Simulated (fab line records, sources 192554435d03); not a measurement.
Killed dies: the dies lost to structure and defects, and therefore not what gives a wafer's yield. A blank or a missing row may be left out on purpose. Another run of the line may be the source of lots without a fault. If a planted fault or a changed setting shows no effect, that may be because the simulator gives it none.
Lot-split experiment -- flow n5 finfet -- route with 1938 steps; 7 lots, 39 wafers read

== THE SPLIT ITSELF ==
At N5_BEOL_M2_VIA_ETCH_34 (etches the open film in C4F6/O2, target depth 69.4 nm, time 65.9 s), the setting target depth a was moved away from the recipe's 694 angstrom on 15 of the 39 wafers read, by -31.3% to +50.6%. All remaining wafers had this setting at the recipe value.

The reading is taken at the split's own step.

== THE READING ==
SOC_of_BEOL_M2_COAT_67.thk nm (the simulator's own value, which no gauge read), in nm, at N5_BEOL_M2_VIA_ETCH_34 (etches the open film in C4F6/O2, target depth 69.4 nm, time 65.9 s). No usual value for it is given in the file. Here, 24 wafers ran the recipe; their average is 51.9 nm with a standard deviation of 0.19 nm.

wafer,"tool, chamber at the split","target depth a as run, angstrom",against the recipe,"SOC_of_BEOL_M2_COAT_67.thk nm, nm",against lot-mates on the recipe
L076.1,"rie diel-05, 3",490.6,-29.3%,54.4,+2.3
L076.2,"rie diel-05, 1",490.6,-29.3%,54.2,+2.1
L076.3,"rie diel-05, 2",694,recipe,52.4,-
L076.4,"rie diel-05, 0",694,recipe,52,-
L076.5,"rie diel-05, 0",490.6,-29.3%,54.2,+2.1
L076.6,"rie diel-05, 3",694,recipe,52,-
L078.1,"rie diel-05, 1",694,recipe,51.8,-
L078.2,"rie diel-05, 3",484.8,-30.1%,54.6,+2.7
L078.3,"rie diel-05, 2",484.8,-30.1%,54.4,+2.5
L078.4,"rie diel-05, 0",694,recipe,52,-
L078.5,"rie diel-05, 2",484.8,-30.1%,54.6,+2.7
L078.6,"rie diel-05, 3",694,recipe,52,-
L084.1,"rie diel-04, 1",694,recipe,51.6,-
L084.2,"rie diel-04, 3",694,recipe,52,-
L084.6,"rie diel-04, 2",694,recipe,52,-
L087.1,"rie diel-04, 0",694,recipe,51.8,-
L087.2,"rie diel-04, 1",694,recipe,51.6,-
L087.3,"rie diel-04, 3",694,recipe,52.2,-
L087.4,"rie diel-04, 3",694,recipe,52,-
L087.5,"rie diel-04, 1",694,recipe,51.6,-
L087.6,"rie diel-04, 0",694,recipe,51.8,-
L093.1,"rie diel-05, 3",476.8,-31.3%,54.8,+2.9
L093.2,"rie diel-05, 1",694,recipe,51.8,-
L093.3,"rie diel-05, 0",476.8,-31.3%,54.6,+2.7
L093.4,"rie diel-05, 2",694,recipe,52,-
L093.5,"rie diel-05, 0",694,recipe,52,-
L093.6,"rie diel-05, 3",476.8,-31.3%,54.6,+2.7
L097.1,"rie diel-04, 1",1017,+46.5%,47.8,-4.1
L097.2,"rie diel-04, 0",1017,+46.5%,47.8,-4.1
L097.3,"rie diel-04, 2",694,recipe,51.8,-
L097.4,"rie diel-04, 3",694,recipe,52,-
L097.5,"rie diel-04, 0",1017,+46.5%,47.8,-4.1
L097.6,"rie diel-04, 3",694,recipe,51.8,-
L096.1,"rie diel-02, 3",694,recipe,51.6,-
L096.2,"rie diel-02, 2",694,recipe,51.8,-
L096.3,"rie diel-02, 0",1045,+50.6%,47.8,-3.9
L096.4,"rie diel-02, 1",694,recipe,51.8,-
L096.5,"rie diel-02, 1",1045,+50.6%,47.6,-4.1
L096.6,"rie diel-02, 0",1045,+50.6%,48,-3.7

FIT RESULTS
A straight line over all 39 wafers: SOC_of_BEOL_M2_COAT_67.thk nm changes by -0.0848 nm for each +1% of target depth a; r = -1.00; the points scatter about the line by 0.19 nm.
The same after taking each lot's own level away (the mean of its wafers on the recipe; 39 wafers): -0.0823 nm for each +1%; r = -1.00; scatter 0.2 nm.
The reading moves by 4.2 nm for the largest change in target depth a, on that fit.
Measured against the standard deviation above, the lots' own levels, which go from 51.73 to 52.13 nm, span 2.1 times it.
So the lot-to-lot level changes the slope little: the two slopes agree.
Check: for one of the wafers moved furthest among these (+50.6%), held out of the fit, the line's prediction against its lot-mates is -4.2 nm. Against them it came out at -3.93 nm.

== THE WHOLE CHAIN: every reading that the file lists as answering this split, in the file's order ==
step,what it does,reading,change (the file's fit),r (the file's)
N5_BEOL_M2_VIA_ETCH_34,"etches the open film in C4F6/O2, target depth 69.4 nm, time 65.9 s","etch.depth nm (the simulator's own value, which no gauge read)",+0.701 nm for each +1% of the setting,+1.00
N5_BEOL_M2_VIA_ETCH_34,"etches the open film in C4F6/O2, target depth 69.4 nm, time 65.9 s","SOC_of_BEOL_M2_COAT_67.thk nm (the simulator's own value, which no gauge read)",-0.0823 nm for each +1% of the setting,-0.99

== THE FILE'S OWN FIT ==
SOC_of_BEOL_M2_COAT_67.thk nm changes by -0.0823 nm for each +1% of target depth a, r = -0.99.
